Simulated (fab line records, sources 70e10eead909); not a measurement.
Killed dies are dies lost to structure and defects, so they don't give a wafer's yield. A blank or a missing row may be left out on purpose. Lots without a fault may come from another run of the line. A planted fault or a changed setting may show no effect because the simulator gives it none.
Which tool did it? | flow nand_harc | 20 lots, 60 wafers sampled, at 3 steps of a route of 1159

WHAT THE GAUGES READ, wafer by wafer
NHARC_P_ZERO_WELL_CD_MEAS_37: target cd 720 nm.
lot  | measured    | on        | cd_nm (nm)
L074 | day 1 16:08 | cd_sem-01 | 718.4 720.6 723.7
L076 | day 2 04:41 | cd_sem-01 | 718.6 721.3 720.5
L077 | day 2 10:05 | cd_sem-03 | 720.1 719.1 723.0
L078 | day 2 16:06 | cd_sem-03 | 720.1 720.0 718.7
L079 | day 2 22:07 | cd_sem-03 | 722.1 719.6 718.1
L080 | day 3 04:10 | cd_sem-03 | 717.6 719.5 718.2
L081 | day 3 10:15 | cd_sem-03 | 721.0 718.5 718.7
L082 | day 3 16:16 | cd_sem-01 | 717.6 720.4 718.2
L083 | day 3 21:59 | cd_sem-02 | 718.1 717.8 720.1
L084 | day 4 04:00 | cd_sem-02 | 716.0 721.2 718.2
L085 | day 4 10:14 | cd_sem-01 | 720.5 719.8 718.8
L086 | day 4 16:07 | cd_sem-01 | 720.5 718.9 717.6
L087 | day 4 22:15 | cd_sem-03 | 722.1 720.0 718.4
L089 | day 5 10:16 | cd_sem-01 | 718.1 719.1 719.0
L091 | day 5 22:19 | cd_sem-01 | 719.0 720.4 719.1
L092 | day 6 04:07 | cd_sem-03 | 718.9 720.2 720.0
L093 | day 6 10:05 | cd_sem-02 | 720.7 717.2 720.8
L094 | day 6 16:14 | cd_sem-02 | 717.4 721.0 716.7
L095 | day 6 22:25 | cd_sem-02 | 722.2 719.7 718.0
L096 | day 7 04:08 | cd_sem-01 | 719.0 722.0 718.3

NHARC_P_ZERO_WELL_INSPECT_43.
lot  | measured    | on                | raw_defect_count
L074 | day 1 19:38 | defect_inspect-01 | 14 9 5
L076 | day 2 08:08 | defect_inspect-01 | 19 12 10
L077 | day 2 13:24 | defect_inspect-01 | 9 9 6
L078 | day 2 19:50 | defect_inspect-01 | 7 12 15
L079 | day 3 01:29 | defect_inspect-02 | 9 12 12
L080 | day 3 07:40 | defect_inspect-02 | 13 4 22
L081 | day 3 13:35 | defect_inspect-02 | 11 24 10
L082 | day 3 19:46 | defect_inspect-02 | 20 4 11
L083 | day 4 01:19 | defect_inspect-01 | 13 19 14
L084 | day 4 07:31 | defect_inspect-02 | 14 16 16
L085 | day 4 13:42 | defect_inspect-01 | 12 12 14
L086 | day 4 19:34 | defect_inspect-01 | 12 7 15
L087 | day 5 01:46 | defect_inspect-02 | 30 19 17
L089 | day 5 13:43 | defect_inspect-02 | 18 31 14
L091 | day 6 01:48 | defect_inspect-02 | 11 15 32
L092 | day 6 07:28 | defect_inspect-02 | 15 15 21
L093 | day 6 13:27 | defect_inspect-02 | 4 5 11
L094 | day 6 19:46 | defect_inspect-01 | 9 16 4
L095 | day 7 02:02 | defect_inspect-01 | 12 16 23
L096 | day 7 07:40 | defect_inspect-01 | 16 11 17

WHICH TOOL RAN EACH LOT (tool, then ch and the chambers of the sampled wafers, then the start)
lot  | NHARC_P_ZERO_WELL_DESCUM_26
L074 | rie_diel-07 ch 0,1,2, day 1 14:47
L076 | rie_diel-07 ch 2,3, day 2 03:12
L077 | rie_diel-11 ch 0,1,2, day 2 08:38
L078 | rie_diel-11 ch 0,2,3, day 2 14:38
L079 | rie_diel-07 ch 0,3, day 2 20:44
L080 | rie_diel-11 ch 0,1,3, day 3 02:48
L081 | rie_diel-01 ch 2,3, day 3 08:45
L082 | rie_diel-01 ch 2,3, day 3 14:47
L083 | rie_diel-01 ch 1,2,3, day 3 20:31
L084 | rie_diel-11 ch 0,3, day 4 02:38
L085 | rie_diel-07 ch 0,2,3, day 4 08:46
L086 | rie_diel-11 ch 1,2,3, day 4 14:38
L087 | rie_diel-01 ch 0,2, day 4 20:47
L089 | rie_diel-07 ch 0,1,3, day 5 08:47
L091 | rie_diel-11 ch 0,1, day 5 20:49
L092 | rie_diel-11 ch 1,2,3, day 6 02:46
L093 | rie_diel-11 ch 1,2,3, day 6 08:44
L094 | rie_diel-11 ch 0,1,2, day 6 14:46
L095 | rie_diel-07 ch 0,2, day 6 20:57
L096 | rie_diel-07 ch 1,2, day 7 02:38
- NHARC_P_ZERO_WELL_DESCUM_26: chemistry O2, time 3 s.

WHAT THE TOOLS THEMSELVES READ (means of the sampled wafers that have a number; where no wafer has one, the mark that the record gives instead)
NHARC_P_ZERO_WELL_DESCUM_26.
lot  | tool        | drypump_motor_current_A (A) | mfc_ar_sccm (sccm) | o2_flow_sccm (sccm) | oes_product_au (a.u.) | rf_vpp_V (V) | showerhead_plenum_p_Torr (Torr) | throttle_valve_pct (%)
L074 | rie_diel-07 | 5.4                         | 0.008              | 199.8               | 0.990                 | 57.9         | 1.99                            | 11.293
L076 | rie_diel-07 | 6.1                         | 0.011              | 200.0               | 1.004                 | 58.5         | 1.93                            | 11.309
L077 | rie_diel-11 | 6.2                         | 0.025              | 200.1               | 0.993                 | 58.5         | 1.94                            | 11.306
L078 | rie_diel-11 | 6.1                         | 0.027              | 199.5               | 0.995                 | 58.4         | 1.95                            | 11.317
L079 | rie_diel-07 | 5.7                         | 0.002              | 199.8               | 1.001                 | 57.6         | 1.94                            | 11.301
L080 | rie_diel-11 | 6.0                         | 0.028              | 199.8               | 0.985                 | 58.3         | 1.96                            | 11.302
L081 | rie_diel-01 | 5.7                         | 0.014              | 199.8               | 1.010                 | 58.3         | 1.97                            | 11.307
L082 | rie_diel-01 | 5.8                         | 0.009              | 199.7               | 1.003                 | 58.9         | 1.98                            | 11.304
L083 | rie_diel-01 | 5.9                         | 0.009              | 199.4               | 1.012                 | 58.6         | 2.00                            | 11.311
L084 | rie_diel-11 | 5.9                         | 0.031              | 200.1               | 0.990                 | 58.0         | 1.97                            | 11.313
L085 | rie_diel-07 | 5.8                         | 0.010              | 199.8               | 0.990                 | 58.6         | 1.94                            | 11.320
L086 | rie_diel-11 | 6.2                         | 0.019              | 199.9               | 0.996                 | 58.5         | 1.94                            | 11.311
L087 | rie_diel-01 | 6.0                         | 0.003              | 199.8               | 0.999                 | 57.0         | 1.94                            | 11.305
L089 | rie_diel-07 | 5.6                         | 0.002              | 199.8               | 0.996                 | 57.5         | 1.97                            | 11.302
L091 | rie_diel-11 | 6.0                         | 0.034              | 200.2               | 0.987                 | 57.6         | 1.97                            | 11.310
L092 | rie_diel-11 | 6.1                         | 0.019              | 199.6               | 0.995                 | 57.8         | 1.94                            | 11.307
L093 | rie_diel-11 | 6.1                         | 0.019              | 200.1               | 0.998                 | 58.4         | 1.94                            | 11.303
L094 | rie_diel-11 | 6.2                         | 0.025              | 200.4               | 0.989                 | 58.6         | 1.94                            | 11.312
L095 | rie_diel-07 | 5.5                         | 0.016              | 199.5               | 1.008                 | 57.8         | 1.95                            | 11.304
L096 | rie_diel-07 | 5.5                         | 0.016              | 200.5               | 1.004                 | 59.0         | 1.99                            | 11.317

THE ANSWER, worked out from the rows above alone
Rule: what is usual is taken from the lots themselves. Put in order of their means at a reading, lots are off if they are a third of the lots or fewer, leave a main group of 4 or more, and stand apart from it by a gap of 3 or more times the standard deviation of the main group's means; of several such gaps the widest counts. A main group whose means are all the same, to the digits that the tables above print for the reading, isn't used. A lot without any number at a reading at which 4 lots or more have one is off too. The other lots that the step has rows for count as sound. The gauges are gone through in route order, then the tools' own readings, and for those a lot's mean is taken as printed above. The first step at which some lot is off is used, and at that step the reading that is off furthest; a lot without a number counts as furthest.
No lot is off at any reading shown: from this, nothing can be told.

WHAT THE SIMULATOR HAD PUT IN
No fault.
